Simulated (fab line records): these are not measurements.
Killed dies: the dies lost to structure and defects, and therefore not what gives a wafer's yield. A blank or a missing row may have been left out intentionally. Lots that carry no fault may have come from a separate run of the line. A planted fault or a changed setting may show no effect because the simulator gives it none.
Which of the tools did it? ; flow n5 finfet ; 9 lots (27 wafers sampled), 1 step of a 1938-step route

== WHAT THE GAUGES READ, wafer by wafer ==
N5_BEOL_M3_CD_MEAS_28: target cd 25.7 nm, target cd y 23.3 nm.
lot;measured;on;cd nm (nm)
L667;day 7 19:11;cd sem-01;25.99 26.35 25.91
L671;day 9 00:49;cd sem-03;26.26 25.74 25.63
L674;day 9 10:24;cd sem-03;25.77 25.54 25.56
L678;day 12 03:07;cd sem-03;25.79 25.90 25.59
L684;day 12 04:46;cd sem-03;25.68 25.52 24.93
L682;day 12 09:42;cd sem-02;26.21 25.57 25.78
L683;day 12 17:29;cd sem-03;25.72 25.91 25.90
L686;day 12 21:23;cd sem-02;25.72 25.93 25.23
L687;day 13 15:02;cd sem-02;25.73 25.83 25.71

== WHAT TOOL EACH LOT RAN ON (gives the tool, then ch and the chambers of the sampled wafers, and finally the start) ==
No process step before these readings appears in the record.

== THE ANSWER, worked out from the rows above alone ==
Rule: usual is defined by the lots themselves. The widest of any qualifying gaps counts: lots, ordered by their means at a reading, are off when they make up no more than a third of the lots, leave a main group of 4 or more, and stand apart from it by 3 or more times the standard deviation of that group's means. If all means in a main group match to the digits the tables above print for the reading, that group is not used. Also off: a lot with no number at a reading for which 4 or more lots have one. Any other lot the step has rows for is counted as sound.
Across all readings shown, no lot is off: no conclusion can be drawn from this.

== WHAT THE SIMULATOR PUT IN ==
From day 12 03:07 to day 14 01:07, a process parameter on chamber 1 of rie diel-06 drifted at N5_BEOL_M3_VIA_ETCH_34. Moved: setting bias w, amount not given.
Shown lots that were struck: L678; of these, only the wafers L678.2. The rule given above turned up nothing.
